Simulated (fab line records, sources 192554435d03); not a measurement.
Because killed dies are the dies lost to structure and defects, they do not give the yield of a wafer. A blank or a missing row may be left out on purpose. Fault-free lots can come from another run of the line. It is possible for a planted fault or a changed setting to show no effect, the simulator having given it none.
fab line records	flow n5_finfet
record: lots: 24	wafers: 72	last_day: 17
route steps=1938 shown BEOL_M2@898
lots that met no fault: from a run of the same line without faults
start_h: start of the lot's first displayed wafer, in hours after the record's first day	wait_h: hours since the lot's step before	" the same as in the row above	L1.1+2: a single row standing in for several wafers	- no value, or no start given	* or withheld: withheld	< > ~ a bound
route shown NAME@n: NAME is a module with steps in the file, n the number in the route of the first one	usual: mean/standard deviation of fault-free wafers	same: alike in all rows	chamber/n: place in a boat	sites: readings site by site	_std_site: the standard deviation of these	_edge_site: outer sites' mean less inner sites'	radius_mm: how far each site lies from the wafer's centre	mask NAME#n: copy n	behind: tool/chamber where the wafer was last shaped	hold: why the lot went on hold/how many hours it stayed there/how the hold came to an end	device: whichever transistor did not switch (one of n, p or np)	end of line: tests run on the same wafers once the route is complete	a step given without rows: its recipe and nothing more	killed: dies lost to structure and defects at the first sort, not the wafer's yield	map: shows each die of a wafer: x if killed, . if not, _ if none is there
set.NAME: the setting the step ran with; set.NAME@STEP: the setting that earlier step ran with	model.NAME: the simulator's own value behind a step, which no gauge read
a sample of lots followed through the steps of the route, with each step as a table and each wafer as a row
services: when a tool's chamber went out of use (start_h, in hours from the record's first day, below 0 if earlier), for how many hours, and the reason
== steps ==
step: N5_BEOL_M2_CD_MEAS_35
recipe: target_cd_nm: 18	target_cd_y_nm: 22.2	polarity: opening
usual: cd_nm: 18.0/0.39
lot.wafer	tool	chamber	start_h	wait_h	cd_nm
L074.1	cd_sem-01	-	136.10	0.0	18.5
L074.3	"	-	"	"	17.7
L074.6	"	-	"	"	18.6
L075.1	cd_sem-03	-	153.23	0.0	18.1
L075.4	"	-	"	"	18.2
L075.5	"	-	"	"	18.2
L077.2	cd_sem-01	-	159.59	0.0	17.6
L077.3	"	-	"	"	18.4
L077.6	"	-	"	"	18.1
L076.4	cd_sem-02	-	163.22	0.0	17.3
L076.5	"	-	"	"	17.9
L076.6	"	-	"	"	17.8
L078.1	cd_sem-03	-	165.14	0.0	17.8
L078.5	"	-	"	"	17.7
L078.6	"	-	"	"	17.9
L079.1	cd_sem-02	-	169.99	0.0	18.2
L079.4	"	-	"	"	17.9
L079.5	"	-	"	"	17.6
L081.2	cd_sem-01	-	174.52	0.0	18.2
L081.3	"	-	"	"	18.0
L081.6	"	-	"	"	18.6
L080.3	cd_sem-03	-	181.99	0.0	18.5
L080.4	"	-	"	"	18.1
L080.5	"	-	"	"	18.1
L082.3	cd_sem-03	-	188.94	0.0	18.0
L082.5	"	-	"	"	17.9
L082.6	"	-	"	"	18.0
L083.2	cd_sem-03	-	191.69	0.0	18.0
L083.3	"	-	"	"	18.0
L083.5	"	-	"	"	18.3
L084.2	cd_sem-02	-	202.78	0.0	17.4
L084.3	"	-	"	"	19.1
L084.5	"	-	"	"	18.3
L085.1	cd_sem-01	-	209.92	0.0	17.7
L085.4	"	-	"	"	18.2
L085.5	"	-	"	"	17.6
L086.2	cd_sem-03	-	213.23	0.0	17.6
L086.3	"	-	"	"	18.1
L086.6	"	-	"	"	18.2
L088.4	cd_sem-03	-	217.02	0.0	17.8
L088.5	"	-	"	"	17.4
L088.6	"	-	"	"	17.9
L087.1	cd_sem-02	-	227.75	0.0	18.8
L087.5	"	-	"	"	18.2
L087.6	"	-	"	"	18.7
L089.1	cd_sem-02	-	229.08	0.0	17.9
L089.3	"	-	"	"	18.3
L089.5	"	-	"	"	18.0
L090.4	cd_sem-01	-	233.73	0.0	18.1
L090.5	"	-	"	"	18.1
L090.6	"	-	"	"	17.4
L091.2	cd_sem-01	-	241.27	0.0	18.7
L091.4	"	-	"	"	18.0
L091.6	"	-	"	"	17.6
L092.1	cd_sem-03	-	253.35	0.0	18.0
L092.2	"	-	"	"	18.4
L092.3	"	-	"	"	18.1
L093.2	cd_sem-01	-	253.48	0.0	17.9
L093.4	"	-	"	"	18.4
L093.5	"	-	"	"	17.9
L094.1	cd_sem-03	-	257.44	0.0	17.7
L094.4	"	-	"	"	18.4
L094.5	"	-	"	"	17.7
L095.2	cd_sem-03	-	260.01	0.0	18.1
L095.5	"	-	"	"	18.2
L095.6	"	-	"	"	17.8
L096.2	cd_sem-02	-	270.29	0.0	17.2
L096.4	"	-	"	"	17.4
L096.5	"	-	"	"	17.1
L097.3	cd_sem-02	-	275.41	0.0	17.8
L097.4	"	-	"	"	18.1
L097.5	"	-	"	"	17.4
step: N5_BEOL_M2_PRE_CLEAN_45
recipe: gas: H2/He	time_s: 30	temp_c: 250
usual: heater_power_w: 323/35
lot.wafer	tool	chamber	start_h	wait_h	heater_power_w
L074.1	pvd_sputter-03	-	136.18	0.0	374
L074.3	"	-	"	"	317
L074.6	"	-	"	"	333
L075.1	pvd_sputter-01	-	153.53	0.0	344
L075.4	"	-	"	"	348
L075.5	"	-	"	"	349
L077.2	pvd_sputter-01	-	160.07	0.0	348
L077.3	"	-	"	"	353
L077.6	"	-	"	"	351
L076.4	pvd_sputter-02	-	164.67	0.0	352
L076.5	"	-	"	"	345
L076.6	"	-	"	"	261
L078.1	pvd_sputter-01	-	165.57	0.0	346
L078.5	"	-	"	"	344
L078.6	"	-	"	"	353
L079.1	pvd_sputter-01	-	170.33	0.0	342
L079.4	"	-	"	"	361
L079.5	"	-	"	"	336
L081.2	pvd_sputter-02	-	174.83	0.0	291
L081.3	"	-	"	"	254
L081.6	"	-	"	"	354
L080.3	pvd_sputter-02	-	182.22	0.0	338
L080.4	"	-	"	"	289
L080.5	"	-	"	"	354
L082.3	pvd_sputter-03	-	189.02	0.0	315
L082.5	"	-	"	"	314
L082.6	"	-	"	"	272
L083.2	pvd_sputter-03	-	192.06	0.0	271
L083.3	"	-	"	"	372
L083.5	"	-	"	"	280
L084.2	pvd_sputter-02	-	203.17	0.0	258
L084.3	"	-	"	"	359
L084.5	"	-	"	"	354
L085.1	pvd_sputter-01	-	210.21	0.0	345
L085.4	"	-	"	"	351
L085.5	"	-	"	"	356
L086.2	pvd_sputter-02	-	213.87	0.0	293
L086.3	"	-	"	"	353
L086.6	"	-	"	"	257
L088.4	pvd_sputter-02	-	217.37	0.0	295
L088.5	"	-	"	"	293
L088.6	"	-	"	"	356
L087.1	pvd_sputter-03	-	228.14	0.0	276
L087.5	"	-	"	"	360
L087.6	"	-	"	"	319
L089.1	pvd_sputter-01	-	229.20	0.0	339
L089.3	"	-	"	"	362
L089.5	"	-	"	"	340
L090.4	pvd_sputter-03	-	234.64	0.0	285
L090.5	"	-	"	"	275
L090.6	"	-	"	"	327
L091.2	pvd_sputter-02	-	241.73	0.0	260
L091.4	"	-	"	"	347
L091.6	"	-	"	"	258
L092.1	pvd_sputter-03	-	253.70	0.0	271
L092.2	"	-	"	"	366
L092.3	"	-	"	"	332
L093.2	pvd_sputter-03	-	253.78	0.0	268
L093.4	"	-	"	"	312
L093.5	"	-	"	"	355
L094.1	pvd_sputter-02	-	257.55	0.0	340
L094.4	"	-	"	"	260
L094.5	"	-	"	"	332
L095.2	pvd_sputter-01	-	260.28	0.0	356
L095.5	"	-	"	"	347
L095.6	"	-	"	"	339
L096.2	pvd_sputter-02	-	270.67	0.0	291
L096.4	"	-	"	"	337
L096.5	"	-	"	"	254
L097.3	pvd_sputter-02	-	275.82	0.0	351
L097.4	"	-	"	"	256
L097.5	"	-	"	"	263
step: N5_BEOL_M2_SPUTTER_86
recipe: material: Cu	target_thk_a: 45	temp_c: -20	chamber_pressure_pa: 0.07	power_w: withheld	time_s: 8.29
usual: chuck_gas_flow_sccm: 1.27/0.053	throttle_valve_pct: 29.7/1.2
lot.wafer	tool	chamber	start_h	wait_h	chuck_gas_flow_sccm	throttle_valve_pct
L074.1	pvd_sputter-03	-	138.85	0.1	1.30	27.2
L074.3	"	-	"	"	1.23	30.1
L074.6	"	-	"	"	1.38	29.1
L075.1	pvd_sputter-01	-	155.01	0.1	1.39	28.2
L075.4	"	-	"	"	1.26	31.7
L075.5	"	-	"	"	1.19	30.4
L077.2	pvd_sputter-02	-	163.37	0.1	1.26	30.4
L077.3	"	-	"	"	1.25	29.3
L077.6	"	-	"	"	1.24	30.3
L076.4	pvd_sputter-03	-	165.94	0.0	1.25	27.6
L076.5	"	-	"	"	1.26	29.2
L076.6	"	-	"	"	1.30	29.9
L078.1	pvd_sputter-03	-	167.84	0.1	1.33	29.0
L078.5	"	-	"	"	1.22	28.9
L078.6	"	-	"	"	1.37	30.1
L079.1	pvd_sputter-01	-	171.97	0.1	1.32	28.3
L079.4	"	-	"	"	1.24	31.7
L079.5	"	-	"	"	1.22	32.0
L081.2	pvd_sputter-03	-	176.22	0.1	1.26	29.1
L081.3	"	-	"	"	1.20	27.5
L081.6	"	-	"	"	1.29	29.5
L080.3	pvd_sputter-03	-	183.51	0.1	1.21	27.7
L080.4	"	-	"	"	1.27	29.0
L080.5	"	-	"	"	1.15	29.2
L082.3	pvd_sputter-03	-	190.28	0.1	1.19	30.2
L082.5	"	-	"	"	1.24	27.7
L082.6	"	-	"	"	1.23	29.5
L083.2	pvd_sputter-02	-	194.26	0.1	1.32	29.1
L083.3	"	-	"	"	1.35	29.9
L083.5	"	-	"	"	1.15	29.1
L084.2	pvd_sputter-02	-	204.53	0.1	1.22	29.8
L084.3	"	-	"	"	1.23	30.2
L084.5	"	-	"	"	1.22	30.4
L085.1	pvd_sputter-03	-	212.52	0.1	1.28	27.3
L085.4	"	-	"	"	1.36	29.5
L085.5	"	-	"	"	1.32	29.6
L086.2	pvd_sputter-01	-	215.35	0.1	1.29	31.9
L086.3	"	-	"	"	1.25	28.0
L086.6	"	-	"	"	1.24	32.0
L088.4	pvd_sputter-01	-	219.17	0.1	1.31	28.2
L088.5	"	-	"	"	1.29	30.2
L088.6	"	-	"	"	1.27	30.8
L087.1	pvd_sputter-03	-	229.78	0.1	1.24	29.2
L087.5	"	-	"	"	1.32	28.8
L087.6	"	-	"	"	1.34	29.4
L089.1	pvd_sputter-01	-	230.56	0.1	1.27	31.8
L089.3	"	-	"	"	1.24	30.4
L089.5	"	-	"	"	1.21	30.5
L090.4	pvd_sputter-02	-	236.43	0.1	1.32	30.1
L090.5	"	-	"	"	1.28	30.5
L090.6	"	-	"	"	1.29	29.2
L091.2	pvd_sputter-01	-	243.78	0.1	1.28	28.3
L091.4	"	-	"	"	1.25	30.2
L091.6	"	-	"	"	1.23	30.2
L092.1	pvd_sputter-01	-	254.98	0.1	1.21	30.6
L092.2	"	-	"	"	1.30	31.6
L092.3	"	-	"	"	1.28	30.1
L093.2	pvd_sputter-03	-	255.36	0.1	1.24	29.5
L093.4	"	-	"	"	1.28	29.0
L093.5	"	-	"	"	1.26	27.8
L094.1	pvd_sputter-01	-	258.90	0.1	1.32	28.3
L094.4	"	-	"	"	1.23	31.7
L094.5	"	-	"	"	1.20	31.7
L095.2	pvd_sputter-03	-	261.49	0.1	1.25	27.6
L095.5	"	-	"	"	1.28	27.4
L095.6	"	-	"	"	1.23	29.4
L096.2	pvd_sputter-01	-	273.95	0.1	1.21	30.2
L096.4	"	-	"	"	1.19	31.6
L096.5	"	-	"	"	1.27	31.7
L097.3	pvd_sputter-01	-	277.21	0.1	1.37	28.5
L097.4	"	-	"	"	1.35	31.9
L097.5	"	-	"	"	1.24	31.9
step: N5_BEOL_M2_SPUTTER_88
recipe: material: Cu	target_thk_a: 45	temp_c: -20	chamber_pressure_pa: 0.07	power_w: withheld	time_s: 8.29
usual: chuck_gas_flow_sccm: 1.27/0.056	throttle_valve_pct: 29.7/1.2
lot.wafer	tool	chamber	start_h	wait_h	chuck_gas_flow_sccm	throttle_valve_pct
L074.1	pvd_sputter-03	-	139.07	0.1	1.25	27.5
L074.3	"	-	"	"	1.23	30.1
L074.6	"	-	"	"	1.26	29.3
L075.1	pvd_sputter-01	-	155.23	0.1	1.27	28.2
L075.4	"	-	"	"	1.23	31.7
L075.5	"	-	"	"	1.26	30.1
L077.2	pvd_sputter-02	-	163.59	0.1	1.29	30.4
L077.3	"	-	"	"	1.26	29.3
L077.6	"	-	"	"	1.31	30.6
L076.4	pvd_sputter-03	-	166.16	0.0	1.22	27.6
L076.5	"	-	"	"	1.29	29.1
L076.6	"	-	"	"	1.26	30.2
L078.1	pvd_sputter-03	-	168.06	0.1	1.23	29.1
L078.5	"	-	"	"	1.22	29.0
L078.6	"	-	"	"	1.30	30.1
L079.1	pvd_sputter-01	-	172.19	0.1	1.31	28.3
L079.4	"	-	"	"	1.11	31.5
L079.5	"	-	"	"	1.21	32.0
L081.2	pvd_sputter-03	-	176.44	0.1	1.34	29.4
L081.3	"	-	"	"	1.29	27.7
L081.6	"	-	"	"	1.31	29.6
L080.3	pvd_sputter-03	-	183.73	0.1	1.29	27.4
L080.4	"	-	"	"	1.32	29.3
L080.5	"	-	"	"	1.30	29.0
L082.3	pvd_sputter-03	-	190.50	0.1	1.33	30.1
L082.5	"	-	"	"	1.22	27.6
L082.6	"	-	"	"	1.20	29.6
L083.2	pvd_sputter-02	-	194.48	0.1	1.25	29.1
L083.3	"	-	"	"	1.19	30.0
L083.5	"	-	"	"	1.30	29.2
L084.2	pvd_sputter-02	-	204.75	0.1	1.16	29.5
L084.3	"	-	"	"	1.34	30.2
L084.5	"	-	"	"	1.20	30.5
L085.1	pvd_sputter-03	-	212.74	0.1	1.37	27.5
L085.4	"	-	"	"	1.24	29.5
L085.5	"	-	"	"	1.14	29.4
L086.2	pvd_sputter-01	-	215.57	0.1	1.30	31.8
L086.3	"	-	"	"	1.38	27.9
L086.6	"	-	"	"	1.30	31.8
L088.4	pvd_sputter-01	-	219.39	0.1	1.23	28.0
L088.5	"	-	"	"	1.24	30.3
L088.6	"	-	"	"	1.18	30.6
L087.1	pvd_sputter-03	-	230.00	0.1	1.33	29.6
L087.5	"	-	"	"	1.40	29.2
L087.6	"	-	"	"	1.26	29.9
L089.1	pvd_sputter-01	-	230.78	0.1	1.38	31.5
L089.3	"	-	"	"	1.32	30.7
L089.5	"	-	"	"	1.23	30.4
L090.4	pvd_sputter-02	-	236.65	0.1	1.29	30.0
L090.5	"	-	"	"	1.29	30.5
L090.6	"	-	"	"	1.22	29.0
L091.2	pvd_sputter-01	-	244.00	0.1	1.32	28.5
L091.4	"	-	"	"	1.17	30.3
L091.6	"	-	"	"	1.27	30.2
L092.1	pvd_sputter-01	-	255.20	0.1	1.31	30.4
L092.2	"	-	"	"	1.25	31.5
L092.3	"	-	"	"	1.27	30.5
L093.2	pvd_sputter-03	-	255.58	0.1	1.25	29.6
L093.4	"	-	"	"	1.25	29.4
L093.5	"	-	"	"	1.24	27.4
L094.1	pvd_sputter-01	-	259.12	0.1	1.33	28.2
L094.4	"	-	"	"	1.29	31.8
L094.5	"	-	"	"	1.31	31.5
L095.2	pvd_sputter-03	-	261.71	0.1	1.18	27.4
L095.5	"	-	"	"	1.39	27.4
L095.6	"	-	"	"	1.31	29.5
L096.2	pvd_sputter-01	-	274.17	0.1	1.25	30.3
L096.4	"	-	"	"	1.22	31.9
L096.5	"	-	"	"	1.24	31.5
L097.3	pvd_sputter-01	-	277.43	0.1	1.28	28.5
L097.4	"	-	"	"	1.23	32.0
L097.5	"	-	"	"	1.25	31.9
step: N5_BEOL_M2_ANNEAL_89
recipe: temp_c: 400	time_s: 240	ambient: vacuum
usual: heater_power_w: 823/75
lot.wafer	tool	chamber	start_h	wait_h	heater_power_w
L074.1	pvd_sputter-03	-	139.15	0.0	705
L074.3	"	-	"	"	787
L074.6	"	-	"	"	902
L075.1	pvd_sputter-01	-	155.31	0.0	886
L075.4	"	-	"	"	857
L075.5	"	-	"	"	827
L077.2	pvd_sputter-02	-	163.67	0.0	733
L077.3	"	-	"	"	838
L077.6	"	-	"	"	722
L076.4	pvd_sputter-03	-	166.27	0.1	705
L076.5	"	-	"	"	883
L076.6	"	-	"	"	821
L078.1	pvd_sputter-03	-	168.14	0.0	902
L078.5	"	-	"	"	908
L078.6	"	-	"	"	799
L079.1	pvd_sputter-01	-	172.27	0.0	893
L079.4	"	-	"	"	863
L079.5	"	-	"	"	841
L081.2	pvd_sputter-03	-	176.52	0.0	800
L081.3	"	-	"	"	692
L081.6	"	-	"	"	788
L080.3	pvd_sputter-03	-	183.81	0.0	689
L080.4	"	-	"	"	907
L080.5	"	-	"	"	890
L082.3	pvd_sputter-03	-	190.58	0.0	799
L082.5	"	-	"	"	672
L082.6	"	-	"	"	768
L083.2	pvd_sputter-02	-	194.56	0.0	810
L083.3	"	-	"	"	648
L083.5	"	-	"	"	863
L084.2	pvd_sputter-02	-	204.83	0.0	884
L084.3	"	-	"	"	642
L084.5	"	-	"	"	726
L085.1	pvd_sputter-03	-	212.82	0.0	688
L085.4	"	-	"	"	783
L085.5	"	-	"	"	777
L086.2	pvd_sputter-01	-	215.65	0.0	861
L086.3	"	-	"	"	860
L086.6	"	-	"	"	843
L088.4	pvd_sputter-01	-	219.47	0.0	874
L088.5	"	-	"	"	858
L088.6	"	-	"	"	894
L087.1	pvd_sputter-03	-	230.08	0.0	794
L087.5	"	-	"	"	889
L087.6	"	-	"	"	773
L089.1	pvd_sputter-01	-	230.86	0.0	877
L089.3	"	-	"	"	881
L089.5	"	-	"	"	862
L090.4	pvd_sputter-02	-	236.73	0.0	642
L090.5	"	-	"	"	742
L090.6	"	-	"	"	853
L091.2	pvd_sputter-01	-	244.08	0.0	876
L091.4	"	-	"	"	884
L091.6	"	-	"	"	852
L092.1	pvd_sputter-01	-	255.28	0.0	884
L092.2	"	-	"	"	884
L092.3	"	-	"	"	850
L093.2	pvd_sputter-03	-	255.66	0.0	779
L093.4	"	-	"	"	895
L093.5	"	-	"	"	709
L094.1	pvd_sputter-01	-	259.20	0.0	864
L094.4	"	-	"	"	872
L094.5	"	-	"	"	871
L095.2	pvd_sputter-03	-	261.79	0.0	691
L095.5	"	-	"	"	687
L095.6	"	-	"	"	793
L096.2	pvd_sputter-01	-	274.25	0.0	842
L096.4	"	-	"	"	871
L096.5	"	-	"	"	855
L097.3	pvd_sputter-01	-	277.51	0.0	876
L097.4	"	-	"	"	869
L097.5	"	-	"	"	871
step: N5_BEOL_M2_SPUTTER_90
recipe: material: Cu	target_thk_a: 45	temp_c: -20	chamber_pressure_pa: 0.07	power_w: withheld	time_s: 8.29
usual: chuck_gas_flow_sccm: 1.26/0.053	throttle_valve_pct: 29.7/1.2
lot.wafer	tool	chamber	start_h	wait_h	chuck_gas_flow_sccm	throttle_valve_pct
L074.1	pvd_sputter-03	-	139.29	0.1	1.28	27.5
L074.3	"	-	"	"	1.27	30.2
L074.6	"	-	"	"	1.24	29.2
L075.1	pvd_sputter-01	-	155.45	0.1	1.27	28.2
L075.4	"	-	"	"	1.21	31.7
L075.5	"	-	"	"	1.16	30.1
L077.2	pvd_sputter-02	-	163.81	0.1	1.33	30.6
L077.3	"	-	"	"	1.27	29.0
L077.6	"	-	"	"	1.23	30.8
L076.4	pvd_sputter-03	-	166.38	0.0	1.21	27.7
L076.5	"	-	"	"	1.30	28.9
L076.6	"	-	"	"	1.29	30.3
L078.1	pvd_sputter-03	-	168.28	0.1	1.19	28.9
L078.5	"	-	"	"	1.14	29.0
L078.6	"	-	"	"	1.30	30.4
L079.1	pvd_sputter-01	-	172.41	0.1	1.34	28.1
L079.4	"	-	"	"	1.28	31.7
L079.5	"	-	"	"	1.26	31.6
L081.2	pvd_sputter-03	-	176.66	0.1	1.18	29.3
L081.3	"	-	"	"	1.36	27.6
L081.6	"	-	"	"	1.26	29.5
L080.3	pvd_sputter-03	-	183.95	0.1	1.20	27.6
L080.4	"	-	"	"	1.28	29.2
L080.5	"	-	"	"	1.20	29.1
L082.3	pvd_sputter-03	-	190.72	0.1	1.27	30.1
L082.5	"	-	"	"	1.18	27.7
L082.6	"	-	"	"	1.26	29.5
L083.2	pvd_sputter-02	-	194.70	0.1	1.35	29.2
L083.3	"	-	"	"	1.21	30.3
L083.5	"	-	"	"	1.24	29.5
L084.2	pvd_sputter-02	-	204.97	0.1	1.16	30.1
L084.3	"	-	"	"	1.34	30.1
L084.5	"	-	"	"	1.28	30.6
L085.1	pvd_sputter-03	-	212.96	0.1	1.28	27.6
L085.4	"	-	"	"	1.32	29.1
L085.5	"	-	"	"	1.18	29.5
L086.2	pvd_sputter-01	-	215.79	0.1	1.21	31.8
L086.3	"	-	"	"	1.37	28.2
L086.6	"	-	"	"	1.31	31.7
L088.4	pvd_sputter-01	-	219.61	0.1	1.28	27.8
L088.5	"	-	"	"	1.22	30.4
L088.6	"	-	"	"	1.20	30.5
L087.1	pvd_sputter-03	-	230.22	0.1	1.11	29.4
L087.5	"	-	"	"	1.28	29.2
L087.6	"	-	"	"	1.29	29.4
L089.1	pvd_sputter-01	-	231.00	0.1	1.33	31.7
L089.3	"	-	"	"	1.24	30.4
L089.5	"	-	"	"	1.34	30.5
L090.4	pvd_sputter-02	-	236.87	0.1	1.29	30.2
L090.5	"	-	"	"	1.36	30.5
L090.6	"	-	"	"	1.24	29.4
L091.2	pvd_sputter-01	-	244.22	0.1	1.29	28.1
L091.4	"	-	"	"	1.25	30.2
L091.6	"	-	"	"	1.28	30.4
L092.1	pvd_sputter-01	-	255.42	0.1	1.34	30.5
L092.2	"	-	"	"	1.27	31.9
L092.3	"	-	"	"	1.30	30.0
L093.2	pvd_sputter-03	-	255.80	0.1	1.27	29.4
L093.4	"	-	"	"	1.29	29.2
L093.5	"	-	"	"	1.28	27.6
L094.1	pvd_sputter-01	-	259.34	0.1	1.26	28.0
L094.4	"	-	"	"	1.32	31.7
L094.5	"	-	"	"	1.26	31.8
L095.2	pvd_sputter-03	-	261.93	0.1	1.25	27.4
L095.5	"	-	"	"	1.32	27.8
L095.6	"	-	"	"	1.31	29.8
L096.2	pvd_sputter-01	-	274.39	0.1	1.26	30.2
L096.4	"	-	"	"	1.21	32.0
L096.5	"	-	"	"	1.30	31.8
L097.3	pvd_sputter-01	-	277.65	0.1	1.26	28.2
L097.4	"	-	"	"	1.30	31.5
L097.5	"	-	"	"	1.14	31.4
== services ==
tool	chamber	start_h	hours	kind
pvd_sputter-01	-	166.67	1.7	repair
pvd_sputter-03	-	277.53	2.1	repair
== key ==
fault none
